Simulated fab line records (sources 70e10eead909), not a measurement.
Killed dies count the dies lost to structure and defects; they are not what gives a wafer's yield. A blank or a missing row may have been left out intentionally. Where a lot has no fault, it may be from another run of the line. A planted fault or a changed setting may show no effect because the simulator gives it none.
fab line records	flow nand_harc
[record] lots = 15	wafers = 43	last_day = 24
route steps=1159 shown A_START@389 A_SOURCE_PLATE@423 A_ONON_D1@438 A_CHANNEL_HOLE_D1@450 END@1159
lots that met no fault: taken from a fault-free run of the same line
start_h: hours from the record's opening day to when the first of the lot's shown wafers began	wait_h: how many hours have passed since the lot's step before this one	" the same as in the row above	L1.1+2: one row covering several wafers at once	- no value, or no start was given	* or withheld: withheld	< > ~ a bound
route shown NAME@n: NAME is a module with steps in the file, n the number in the route of the first one	usual: mean/standard deviation taken from wafers without a fault	same: alike in all rows	chamber/n: place in a boat	sites: per-site readings	_std_site: their standard deviation	_edge_site: the outer-site mean with the inner-site mean subtracted	radius_mm: how far each site lies from the wafer's centre	mask NAME#n: copy n	behind: the last tool/chamber to shape the wafer	hold: what put the lot on hold/how long, in hours/how the hold closed	device: the transistor (n, p or np) that didn't switch	end of line: tests run on the same wafers once the route is complete	where a step has no rows: the recipe by itself	killed: count of dies lost to structure and defects at first sort (not the wafer's yield)	map: the dies of a wafer, with x for killed, . for not killed, _ for no die there
set.NAME: setting as actually run; set.NAME@STEP: the setting as run at that earlier step	model.NAME: the simulator's own value behind a step, which no gauge read
the route's steps for a sample of lots (tables are steps, rows are wafers)
services: from which hour (start_h, from the record's first day; less than 0 if before it) a tool's chamber was out of use, for how many hours, and why
[[steps]]
[step NHARC_A_START_INSPECT_01]
[usual] raw_defect_count = 3.5/1.9
lot.wafer	tool	chamber	start_h	wait_h	raw_defect_count
L116.2	defect_inspect-02	-	135.36	-	9
L116.4	"	-	"	"	3
L116.6	"	-	"	"	4
L118.4	defect_inspect-01	-	137.94	-	4
L118.5	"	-	"	"	4
L118.6	"	-	"	"	6
L117.1	defect_inspect-02	-	142.83	-	7
L117.2	"	-	"	"	2
L117.6	"	-	"	"	6
L120.2	defect_inspect-02	-	155.80	-	0
L120.4	"	-	"	"	6
L120.5	"	-	"	"	4
L119.1	defect_inspect-02	-	158.46	-	2
L119.3	"	-	"	"	7
L119.5	"	-	"	"	6
L121.4	defect_inspect-01	-	165.84	-	0
L121.5	"	-	"	"	4
L121.6	"	-	"	"	2
L122.4	defect_inspect-02	-	166.57	-	3
L122.5	"	-	"	"	3
L122.6	"	-	"	"	8
L123.1	defect_inspect-02	-	175.95	-	1
L123.3	"	-	"	"	2
L123.6	"	-	"	"	5
L124.1	defect_inspect-02	-	177.27	-	3
L124.2	"	-	"	"	1
L124.4	"	-	"	"	2
L126.1	defect_inspect-02	-	189.95	-	2
L126.2	"	-	"	"	2
L126.3	"	-	"	"	8
L128.3	defect_inspect-02	-	209.20	-	3
L128.4	"	-	"	"	5
L128.5	"	-	"	"	5
L136.5	defect_inspect-02	-	253.34	-	3
L136.6	"	-	"	"	1
L137.1	defect_inspect-01	-	258.81	-	3
L137.5	"	-	"	"	1
L139.1	defect_inspect-01	-	262.61	-	2
L139.2	"	-	"	"	6
L139.3	"	-	"	"	6
L138.2	defect_inspect-01	-	263.08	-	3
L138.4	"	-	"	"	2
L138.5	"	-	"	"	1
[step NHARC_A_SOURCE_PLATE_INSPECT_08]
[usual] raw_defect_count = 63/24
lot.wafer	tool	chamber	start_h	wait_h	raw_defect_count
L116.2	defect_inspect-01	-	158.57	0.0	47
L116.4	"	-	"	"	56
L116.6	"	-	"	"	73
L118.4	defect_inspect-02	-	158.57	0.0	44
L118.5	"	-	"	"	16
L118.6	"	-	"	"	57
L117.1	defect_inspect-01	-	166.56	0.0	52
L117.2	"	-	"	"	41
L117.6	"	-	"	"	67
L120.2	defect_inspect-02	-	179.21	0.0	30
L120.4	"	-	"	"	58
L120.5	"	-	"	"	42
L119.1	defect_inspect-01	-	179.21	0.0	46
L119.3	"	-	"	"	29
L119.5	"	-	"	"	25
L122.4	defect_inspect-01	-	189.38	0.0	53
L122.5	"	-	"	"	41
L122.6	"	-	"	"	33
L121.4	defect_inspect-02	-	189.38	0.0	69
L121.5	"	-	"	"	98
L121.6	"	-	"	"	122
L123.1	defect_inspect-01	-	198.55	0.0	53
L123.3	"	-	"	"	83
L123.6	"	-	"	"	51
L124.1	defect_inspect-02	-	198.55	0.0	78
L124.2	"	-	"	"	91
L124.4	"	-	"	"	74
L126.1	defect_inspect-02	-	212.79	0.0	70
L126.2	"	-	"	"	101
L126.3	"	-	"	"	44
L128.3	defect_inspect-01	-	231.94	0.0	77
L128.4	"	-	"	"	92
L128.5	"	-	"	"	46
L136.5	defect_inspect-01	-	277.66	0.0	39
L136.6	"	-	"	"	37
L137.1	defect_inspect-02	-	281.77	0.0	67
L137.5	"	-	"	"	39
L139.1	defect_inspect-01	-	285.20	0.0	79
L139.2	"	-	"	"	69
L139.3	"	-	"	"	79
L138.2	defect_inspect-02	-	285.20	0.0	97
L138.4	"	-	"	"	38
L138.5	"	-	"	"	86
[step NHARC_A_ONON_D1_DEP_19]
[recipe] target_thk_a = 10000	n2_flow_sccm = 2750	n2o_flow_sccm = 2000	nh3_flow_sccm = 500	sih4_flow_sccm = 210	temp_c = 400
[usual] n2o_flow_sccm = 2000/5.3
lot.wafer	tool	chamber	start_h	wait_h	n2o_flow_sccm
L116.2	pecvd_onon-03	0	170.83	0.1	1992
L116.4	"	0	"	"	1995
L116.6	"	0	"	"	2004
L118.4	pecvd_onon-01	0	170.95	0.2	1993
L118.5	"	0	"	"	2007
L118.6	"	0	"	"	1996
L117.1	pecvd_onon-01	0	176.57	0.1	2003
L117.2	"	0	"	"	1997
L117.6	"	0	"	"	1996
L119.1	pecvd_onon-02	0	189.26	0.1	2000
L119.3	"	0	"	"	1995
L119.5	"	0	"	"	1995
L120.2	pecvd_onon-01	0	189.31	0.1	2004
L120.4	"	0	"	"	2004
L120.5	"	0	"	"	1994
L122.4	pecvd_onon-03	0	199.84	0.4	1999
L122.5	"	0	"	"	1997
L122.6	"	0	"	"	2001
L121.4	pecvd_onon-02	0	199.85	0.4	2003
L121.5	"	0	"	"	1994
L121.6	"	0	"	"	1999
L123.1	pecvd_onon-02	0	210.03	0.1	1997
L123.3	"	0	"	"	1999
L123.6	"	0	"	"	1989
L124.1	pecvd_onon-03	0	210.04	0.1	2006
L124.2	"	0	"	"	2005
L124.4	"	0	"	"	2006
L126.1	pecvd_onon-01	0	224.84	0.1	1993
L126.2	"	0	"	"	1995
L126.3	"	0	"	"	2002
L128.3	pecvd_onon-01	0	242.10	0.2	1997
L128.4	"	0	"	"	1998
L128.5	"	0	"	"	2006
L136.5	pecvd_onon-03	0	288.71	0.3	2009
L136.6	"	0	"	"	2007
L137.1	pecvd_onon-03	0	291.83	0.1	1993
L137.5	"	0	"	"	2003
L139.1	pecvd_onon-01	0	295.30	0.1	2002
L139.2	"	0	"	"	1994
L139.3	"	0	"	"	1994
L138.2	pecvd_onon-03	0	295.36	0.1	1996
L138.4	"	0	"	"	1996
L138.5	"	0	"	"	2002
[step NHARC_A_ONON_D1_THK_MEAS_21]
[recipe] thk_meas_gauge = ellipsometry
[usual] thk_nm = 997/8.5
lot.wafer	tool	chamber	start_h	wait_h	thk_nm
L118.4	film_metro-01	-	171.29	-	1000
L118.5	"	-	"	"	998
L118.6	"	-	"	"	999
L116.2	film_metro-02	-	171.29	-	993
L116.4	"	-	"	"	994
L116.6	"	-	"	"	993
L117.1	film_metro-02	-	177.08	-	988
L117.2	"	-	"	"	990
L117.6	"	-	"	"	991
L120.2	film_metro-01	-	189.76	-	1006
L120.4	"	-	"	"	1005
L120.5	"	-	"	"	1005
L119.1	film_metro-02	-	189.77	-	1002
L119.3	"	-	"	"	1002
L119.5	"	-	"	"	1001
L122.4	film_metro-02	-	200.18	-	999
L122.5	"	-	"	"	998
L122.6	"	-	"	"	998
L121.4	film_metro-01	-	200.19	-	1010
L121.5	"	-	"	"	1009
L121.6	"	-	"	"	1009
L123.1	film_metro-02	-	210.54	-	993
L123.3	"	-	"	"	992
L123.6	"	-	"	"	992
L124.1	film_metro-01	-	210.55	-	992
L124.2	"	-	"	"	992
L124.4	"	-	"	"	992
L126.1	film_metro-02	-	225.35	-	991
L126.2	"	-	"	"	991
L126.3	"	-	"	"	992
L128.3	film_metro-01	-	242.50	-	992
L128.4	"	-	"	"	994
L128.5	"	-	"	"	993
L136.5	film_metro-02	-	288.99	-	1576
L136.6	"	-	"	"	999
L137.1	film_metro-01	-	292.33	-	1574
L137.5	"	-	"	"	1573
L139.1	film_metro-02	-	295.80	-	1011
L139.2	"	-	"	"	1012
L139.3	"	-	"	"	1011
L138.2	film_metro-01	-	295.82	-	1005
L138.4	"	-	"	"	1003
L138.5	"	-	"	"	1584
[step NHARC_A_CHANNEL_HOLE_D1_DEP_00]
[recipe] target_thk_a = 31000	temp_c = 400	material = aC
[usual] throttle_valve_pct = 35.001/0.0084
lot.wafer	tool	chamber	start_h	wait_h	throttle_valve_pct
L116.2	acl_dep-03	0	175.93	2.4	35.006
L116.4	"	0	"	"	35.003
L116.6	"	0	"	"	34.994
L118.4	acl_dep-01	0	178.10	4.6	35.001
L118.5	"	0	"	"	35.005
L118.6	"	0	"	"	35.006
L117.1	acl_dep-03	0	184.63	5.3	34.987
L117.2	"	0	"	"	35.011
L117.6	"	0	186.20	6.9	34.973
L120.2	acl_dep-02	0	194.13	2.1	34.986
L120.4	"	0	"	"	35.015
L120.5	"	0	"	"	34.988
L119.1	acl_dep-03	0	194.39	2.4	34.994
L119.3	"	0	"	"	34.998
L119.5	"	0	"	"	34.985
L122.4	acl_dep-01	0	203.82	1.0	34.987
L122.5	"	0	"	"	34.999
L122.6	"	0	"	"	35.008
L121.4	acl_dep-02	0	203.85	1.0	34.993
L121.5	"	0	"	"	34.999
L121.6	"	0	"	"	35.002
L123.1	acl_dep-01	0	212.99	0.1	34.989
L123.3	"	0	"	"	34.993
L123.6	"	0	"	"	35.006
L124.1	acl_dep-02	0	213.09	0.1	34.996
L124.2	"	0	"	"	35.002
L124.4	"	0	"	"	35.017
L126.1	acl_dep-02	0	227.67	0.1	35.005
L126.2	"	0	"	"	34.993
L126.3	"	0	"	"	35.005
L128.3	acl_dep-01	0	245.47	0.7	35.004
L128.4	"	0	"	"	35.003
L128.5	"	0	"	"	35.020
L136.6	acl_dep-03	0	292.89	1.6	35.013
L139.1	acl_dep-03	0	299.52	1.4	35.004
L139.2	"	0	"	"	35.012
L139.3	"	0	"	"	35.011
L138.2	acl_dep-02	0	300.87	2.8	35.000
L138.4	"	0	"	"	35.009
[step NHARC_END_SORT_01]
[recipe] temp_c = 25
[usual] killed_at_array = 27/8.8	killed_at_other = 0.4/0.82	killed_at_periphery = 3.1/2.1	killed_dies = 31/8.8	killed_open = 3.3/2	killed_short = 2.0/1.4
[same] gross_dies = 677
lot.wafer	tool	chamber	start_h	wait_h	killed_at_array	killed_at_other	killed_at_periphery	killed_dies	killed_open	killed_short
L128.4	prober-01	0	508.18	3.4	25	0	1	26	3	2
L137.1	prober-01	0	561.68	2.5	674	0	3	677	2	0
L137.5	prober-01	0	564.86	3.7	676	0	1	677	1	2
L136.5	prober-02	0	564.75	3.7	672	1	4	677	3	1
L136.6	prober-02	0	565.54	3.9	30	1	3	34	2	2
L138.2	prober-02	0	570.12	2.8	53	0	0	53	2	0
L138.4	prober-02	0	571.69	3.4	41	0	4	45	7	1
L138.5	prober-02	0	572.48	3.6	676	0	1	677	6	2
// killed by level:class
L128.4 A_CHANNEL_HOLE_D1:chamber_film_flake=17 A_CONTACT:chamber_film_flake=2 A_ONON_D1:geometric_particle:open=1 A_ONON_D1:geometric_particle:short=1 A_CONTACT:geometric_particle:short=1 A_CONTACT:geometric_particle:open=1 A_BLC:geometric_particle:open=1 P_STI:chamber_film_flake=1
L137.1 A_ONON_D1:area_dep=641 A_CHANNEL_HOLE_D1:chamber_film_flake=26 A_STAIRCASE:chamber_film_flake=3 P_M0:geometric_particle:open=1 A_WL_FILL:geometric_particle:open=1 P_GATE:chamber_film_flake=1 P_M1:chamber_film_flake=1 A_SLIT:chamber_film_flake=1
L136.5 A_ONON_D1:area_dep=644 A_CHANNEL_HOLE_D1:chamber_film_flake=21 P_GATE:chamber_film_flake=3 A_BLC:geometric_particle:open=2 A_WL_FILL:chamber_film_flake=2 A_CONTACT:geometric_particle:open=1 A_BLC:geometric_particle:short=1 P_STI:chamber_film_flake=1
L137.5 A_ONON_D1:area_dep=641 A_CHANNEL_HOLE_D1:chamber_film_flake=25 A_WL_FILL:chamber_film_flake=3 A_CONTACT:chamber_film_flake=3 P_M0:geometric_particle:open=1 A_SOURCE_PLATE:geometric_particle:short=1 A_CHANNEL_FILL_D1:geometric_particle:short=1 A_STAIRCASE:chamber_film_flake=1
L136.6 A_CHANNEL_HOLE_D1:chamber_film_flake=21 A_STAIRCASE:chamber_film_flake=4 A_WL_FILL:chamber_film_flake=3 P_GATE:geometric_particle:open=1 P_M1:geometric_particle:open=1 A_WL_FILL:geometric_particle:short=1 A_M1:geometric_particle:short=1 P_GATE:chamber_film_flake=1
L138.2 A_CHANNEL_HOLE_D1:chamber_film_flake=26 A_SLIT:chamber_film_flake=18 A_CONTACT:chamber_film_flake=3 A_STAIRCASE:chamber_film_flake=2 A_ONON_D1:geometric_particle:open=1 A_SGD_CUT:geometric_particle:open=1 A_WL_FILL:chamber_film_flake=1 A_BLC:chamber_film_flake=1
L138.4 A_CHANNEL_HOLE_D1:chamber_film_flake=18 A_SLIT:chamber_film_flake=12 A_STAIRCASE:chamber_film_flake=3 A_WL_FILL:geometric_particle:open=2 A_CONTACT:geometric_particle:open=2 P_BONDPAD:chamber_film_flake=2 P_CONTACT:geometric_particle:open=1 P_BONDPAD:geometric_particle:open=1
L138.5 A_ONON_D1:area_dep=627 A_CHANNEL_HOLE_D1:chamber_film_flake=22 A_SLIT:chamber_film_flake=12 A_CONTACT:chamber_film_flake=5 A_M0:geometric_particle:open=2 A_BLC:chamber_film_flake=2 A_SOURCE_PLATE:geometric_particle:open=1 A_SOURCE_PLATE:geometric_particle:short=1
[[services]]
tool	chamber	start_h	hours	kind
pecvd_onon-03	-	153.11	13.0	pm
acl_dep-02	-	169.33	13.0	pm
pecvd_onon-01	-	195.00	13.0	pm
acl_dep-03	-	224.60	13.0	pm
acl_dep-02	-	241.52	2.3	repair
pecvd_onon-03	-	246.56	2.9	repair
pecvd_onon-03	-	286.80	1.2	repair
pecvd_onon-02	-	292.00	13.0	pm
acl_dep-01	-	292.65	13.0	pm
[[key]]
[first_sign] step = NHARC_A_ONON_D1_THK_MEAS_21	reading = thk_nm	direction = up	sigmas = 68	usual = 997	struck = 1577
[effect] step = NHARC_END_SORT_01	reading = killed_at_array	direction = up	sigmas = 73	usual = 27	struck = 674
[more_kills_born_at] NHARC_A_ONON_D1_DEP_19@pecvd_onon-03 = 2553
met_at NHARC_A_ONON_D1_DEP_19
struck_lots L136,L137,L138
struck_wafers L136.5,L137.1,L137.5,L138.5
later_rows_left_out L136.5,L137.1,L137.5,L138.5
tester_left_out L136,L137,L138
not_acting_at NHARC_A_START_INSPECT_01,NHARC_A_SOURCE_PLATE_INSPECT_08,NHARC_A_CHANNEL_HOLE_D1_DEP_00
onset_between 210.04 288.71
[fault] kind = process_parameter_drift	tool = pecvd_onon-03	chamber = -	onset_h = 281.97	steps = NHARC_A_ONON_D1_DEP_19	channel = target_thk_a	offset = *	shape = step	end_h = 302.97	scope = struck_wafers_only	acts_in = *	stated = *
// tester_left_out: of these lots the tester's yield and bins aren't shown, on N5 and GAA mostly nor the transistor test; their killed dies are dies lost to structure and defects alone, not to doping, threshold or leakage, so they don't give the yield
// later_rows_left_out: the simulator's readings of these wafers behind a module that went badly wrong aren't trusted and aren't shown, but for the sort
